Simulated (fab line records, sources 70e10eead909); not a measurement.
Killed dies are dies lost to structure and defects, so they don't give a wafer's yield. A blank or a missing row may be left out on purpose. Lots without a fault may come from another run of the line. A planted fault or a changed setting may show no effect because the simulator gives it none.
fab line records | flow nand_harc | part 2 of 2: steps 17 to 27 of 27
record lots=5 wafers=15 last_day=34
route steps=1302 shown A_CONTACT@1043
lots that met no fault: from a run of the same line without faults
start_h: hours from the record's first day to the start of the lot's first wafer shown | wait_h: hours since the lot's step before | " the same as in the row above | L1.1+2: a row that stands for several wafers | - no value, or no start given | * or withheld: withheld | < > ~ a bound
route shown NAME@n: a module of which the file shows steps, and the number in the route of the first | usual: mean/standard deviation of fault-free wafers | same: alike in all rows | chamber/n: place in a boat | sites: the reading at each site | _std_site: their standard deviation | _edge_site: outer sites' mean less inner sites' | radius_mm: how far each site lies from the wafer's centre | mask NAME#n: copy n | behind: the tool/chamber that last shaped the wafer | hold: why the lot was held/for how many hours/how that ended | device: the transistor (n, p or np) that didn't switch | end of line: the same wafers' tests at the end of the route | a step without rows: its recipe alone | killed: dies lost to structure and defects at the first sort, not the wafer's yield | map: a wafer's dies, x killed, . not, _ none there
set.NAME: the setting as run; set.NAME@STEP: as run at that earlier step | model.NAME: the simulator's own value behind a step, which no gauge read
lots at some steps of the route; a table a step, a row a wafer
services: from which hour (start_h, from the record's first day; less than 0 if before it) a tool's chamber was out of use, for how many hours, and why
## steps
# step NHARC_A_CONTACT_CD_MEAS_80
# usual cd_nm=289.1/1.1
# columns lot.wafer tool chamber start_h wait_h cd_nm
L084.1 cd_sem-01 - 611.22 - 288.4
L084.4 " - " " 288.2
L084.5 " - " " 288.0
L086.3 cd_sem-01 - 627.76 - 290.4
L086.4 " - " " 290.2
L086.6 " - " " 291.2
L090.2 cd_sem-02 - 688.62 - 289.7
L090.3 " - " " 289.4
L090.6 " - " " 288.7
L091.4 cd_sem-02 - 697.64 - 288.6
L091.5 " - " " 288.2
L091.6 " - " " 288.7
L096.3 cd_sem-01 - 752.29 - 287.4
L096.4 " - " " 287.6
L096.5 " - " " 287.2
# step NHARC_A_CONTACT_STRIP_103
# recipe n2_flow_sccm=150 h2_flow_sccm=150 ar_flow_sccm=0 bias_w=0 chemistry=N2/H2
# columns lot.wafer tool chamber start_h wait_h
L084.1+4+5 rie_diel-03 3,1,3 611.31 0.1
L086.4+3+6 rie_diel-03 1,3,2 627.83 0.1
L090.2+3+6 rie_diel-10 1,3,2 688.69 0.1
L091.4+6+5 rie_diel-03 0,0,1 697.71 0.1
L096.3+4+5 rie_diel-03 0,0,3 752.36 0.1
# step NHARC_A_CONTACT_STRIP_104
# recipe cf4_flow_sccm=100 chf3_flow_sccm=30 ar_flow_sccm=0 bias_w=0 chemistry=CF4/CHF3
# columns lot.wafer tool chamber start_h wait_h
L084.4+1+5 rie_diel-03 3,0,0 611.39 0.1
L086.3+4+6 rie_diel-03 2,3,1 627.92 0.1
L090.2+3+6 rie_diel-10 2,1,3 688.81 0.1
L091.4+6+5 rie_diel-03 3,0,1 697.81 0.1
L096.3+4+5 rie_diel-03 3,3,2 752.47 0.1
# step NHARC_A_CONTACT_STRIP_105
# recipe o2_flow_sccm=400 cos_flow_sccm=20 ar_flow_sccm=0 bias_w=0 chemistry=O2/COS
# columns lot.wafer tool chamber start_h wait_h
L084.1+4+5 rie_diel-03 3,1,3 611.46 0.1
L086.4+3+6 rie_diel-03 1,2,1 627.98 0.1
L090.2+3+6 rie_diel-10 2,3,3 688.87 0.1
L091.4+5+6 rie_diel-03 0,3,0 697.87 0.1
L096.3+5+4 rie_diel-03 2,2,3 752.54 0.1
# step NHARC_A_CONTACT_ETCH_106
# recipe target_depth_a=900 overetch_a=90 time_s=49.5 ion_energy_ev=100 cf4_flow_sccm=80 o2_flow_sccm=20 ar_flow_sccm=0 rf_w=300 bias_w=100 chemistry=CF4/O2
# usual bias_w=100.0/0.32 drypump_motor_current_A=5.8/0.41 mfc_ar_sccm=0.009/0.0093 oes_product_au=0.996/0.011 rf_vpp_V=198.0/1.4 showerhead_plenum_p_Torr=1.34/0.061 throttle_valve_pct=13.398/0.0093
# columns lot.wafer tool chamber start_h wait_h bias_w drypump_motor_current_A mfc_ar_sccm oes_product_au rf_hours_counter_h rf_vpp_V showerhead_plenum_p_Torr throttle_valve_pct
L084.4 rie_diel-03 3 611.52 0.0 100.7 5.9 0 0.991 23 199.2 1.40 13.412
L084.1 " 2 " " 100.0 6.2 0 1.008 23 197.9 1.37 13.408
L084.5 " 0 " " 100.4 5.6 0.022 0.994 - 196.8 1.27 13.391
L086.4 rie_diel-03 0 628.04 0.1 99.5 5.5 0.022 0.994 27 196.9 1.26 13.401
L086.3 " 1 " " 99.9 6.2 0.015 1.011 28 196.0 1.27 13.392
L086.6 " 0 " " 99.5 5.6 0.022 0.995 - 197.0 1.27 13.404
L090.2 rie_diel-10 3 688.94 0.1 100.1 5.0 0.009 0.999 23 196.6 1.27 13.427
L090.3 " 2 " " 100.3 4.8 0.012 1.016 24 196.4 1.27 13.393
L090.6 " 2 " " 99.6 4.8 0.012 1.019 - 195.9 1.27 13.405
L091.4 rie_diel-03 2 697.94 0.1 100.2 6.2 0 1.000 9 199.7 1.36 13.398
L091.6 " 0 " " 99.6 5.6 0.022 0.985 - 196.9 1.26 13.392
L091.5 " 1 " " 100.3 6.2 0.015 1.006 - 197.3 1.27 13.403
L096.3 rie_diel-03 3 752.62 0.1 99.3 5.9 0 0.992 20 200.0 1.40 13.398
L096.5 " 2 " " 100.4 6.2 0 0.997 - 198.6 1.36 13.406
L096.4 " 0 " " 100.2 5.6 0.022 0.993 - 196.5 1.26 13.397
# step NHARC_A_CONTACT_STRIP_82
# recipe o2_flow_sccm=500 ar_flow_sccm=0 bias_w=0 chemistry=O2
# usual drypump_motor_current_A=5.8/0.42 mfc_ar_sccm=0.009/0.0092 oes_product_au=0.997/0.011 rf_vpp_V=57.7/0.85 showerhead_plenum_p_Torr=3.54/0.15 throttle_valve_pct=17.036/0.0085
# same bias_w=0
# columns lot.wafer tool chamber start_h wait_h drypump_motor_current_A mfc_ar_sccm oes_product_au rf_hours_counter_h rf_vpp_V showerhead_plenum_p_Torr throttle_valve_pct
L084.4 rie_diel-03 1 - - 6.2 0.015 1.021 23 56.8 3.38 17.020
L084.1 " 2 " " 6.3 0 1.007 23 57.8 3.61 17.035
L084.5 " 2 " " 6.3 0 1.014 - 58.1 3.61 17.028
L086.3 rie_diel-03 0 - - 5.6 0.022 0.997 27 57.0 3.35 17.035
L086.4 " 3 " " 5.9 0 0.988 27 58.2 3.69 17.038
L086.6 " 1 " " 6.2 0.015 1.012 - 57.8 3.38 17.034
L090.3 rie_diel-10 1 - - 6.0 0.017 0.984 30 58.6 3.79 17.031
L090.2 " 3 " " 5.0 0.009 0.989 24 57.9 3.36 17.037
L090.6 " 3 " " 5.0 0.009 0.989 - 57.2 3.36 17.048
L091.4 rie_diel-03 1 - - 6.2 0.015 1.009 9 56.4 3.37 17.035
L091.6 " 3 " " 5.9 0 0.984 - 58.3 3.69 17.020
L091.5 " 0 " " 5.6 0.022 0.984 - 56.9 3.35 17.037
L096.3 rie_diel-03 0 - - 5.6 0.022 0.987 20 57.3 3.34 17.036
L096.4 " 2 " " 6.2 0 0.999 - 57.7 3.59 17.039
L096.5 " 0 " " 5.6 0.022 0.990 - 56.2 3.34 17.048
# step NHARC_A_CONTACT_STRIP_83
# recipe time_s=600 temp_c=30 chemistry=post_etch_residue_remover
# columns lot.wafer tool chamber start_h wait_h
L084.5+4+1 wet_bench-04 2,5,6 611.91 -
L086.4+6+3 wet_bench-04 2,3,4 628.45 -
L090.3+2+6 wet_bench-02 4,5,1 689.40 -
L091.6+4+5 wet_bench-02 0,3,4 698.32 -
L096.5+3+4 wet_bench-01 7,2,3 753.06 -
# step NHARC_A_CONTACT_DEP_84
# recipe target_thk_a=28000 temp_c=400 material=aC
# usual throttle_valve_pct=34.999/0.0085
# columns lot.wafer tool chamber start_h wait_h throttle_valve_pct
L084.1 acl_dep-03 0 616.86 - 35.010
L084.4 " 0 " " 34.998
L084.5 " 0 " " 34.992
L086.3 acl_dep-02 0 629.27 - 35.003
L086.4 " 0 " " 34.999
L086.6 " 0 " " 35.012
L090.2 acl_dep-01 0 689.95 - 34.991
L090.3 " 0 " " 35.006
L090.6 " 0 " " 34.992
L091.4 acl_dep-03 0 699.44 - 35.027
L091.5 " 0 " " 34.998
L091.6 " 0 " " 34.981
L096.3 acl_dep-03 0 753.94 - 34.987
L096.4 " 0 " " 35.002
L096.5 " 0 " " 34.991
# step NHARC_A_CONTACT_DEP_85
# recipe target_thk_a=600 target_thk_nm=60 temp_c=400 pressure_torr=3.5 flow_sccm=200 rf_w=350 material=SiON
# usual heater_power_w=760/95
# columns lot.wafer tool chamber start_h wait_h heater_power_w
L084.1 pecvd-01 1 618.63 1.5 721
L084.4 " 1 " " 729
L084.5 " 2 " " 747
L086.3 pecvd-01 0 630.43 0.9 913
L086.4 " 1 " " 725
L086.6 " 2 " " 762
L090.2 pecvd-03 2 691.45 1.2 854
L090.3 " 1 " " 653
L090.6 " 2 " " 861
L091.4 pecvd-01 2 700.40 0.7 717
L091.5 " 0 " " 855
L091.6 " 1 " " 720
L096.3 pecvd-01 0 755.16 0.9 880
L096.4 " 1 " " 734
L096.5 " 0 " " 873
# step NHARC_A_CONTACT_DEHYDRATE_00
# recipe temp_c=150 time_s=120
# columns lot.wafer tool chamber start_h wait_h
L084.1+4+5 litho_track-04 0 618.90 0.2
L086.3+4+6 litho_track-04 0 630.70 0.2
L090.2+3+6 litho_track-06 0 691.77 0.3
L091.4+5+6 litho_track-06 0 700.59 0.2
L096.3+4+5 litho_track-04 0 755.37 0.2
# step NHARC_A_CONTACT_HMDS_01
# recipe time_s=30
# columns lot.wafer tool chamber start_h wait_h
L084.1+4+5 litho_track-04 0 - -
L086.3+4+6 litho_track-04 0 - -
L090.2+3+6 litho_track-06 0 - -
L091.4+5+6 litho_track-06 0 - -
L096.3+4+5 litho_track-04 0 - -
## services
# columns tool chamber start_h hours kind
rie_diel-02 - 592.64 0.9 repair
wet_bench-02 - 596.00 8.0 pm
rie_diel-10 - 597.51 9.0 pm
acl_dep-02 - 606.18 13.0 pm
pecvd-03 1 607.06 4.6 repair
pecvd-03 0 613.21 20.7 repair
rie_diel-10 2 615.70 9.7 repair
wet_bench-01 - 629.60 8.0 pm
rie_diel-03 - 635.38 9.0 pm
pecvd-01 2 638.53 4.8 repair
har_cap_etch-01 - 661.17 0.4 repair
rie_diel-10 3 664.60 5.2 repair
acl_dep-03 - 665.55 13.0 pm
pecvd-01 - 673.45 13.0 pm
rie_diel-10 0 680.91 15.6 repair
pecvd-03 0 690.11 4.3 repair
rie_diel-10 2 700.05 4.2 repair
litho_track-06 - 704.00 7.0 pm
litho_track-04 - 728.00 7.0 pm
rie_diel-10 3 733.19 3.4 repair
rie_diel-03 1 741.51 21.3 repair
rie_diel-02 - 748.69 9.0 pm
har_cap_etch-02 - 755.06 17.0 pm
wet_bench-04 - 755.20 8.0 pm
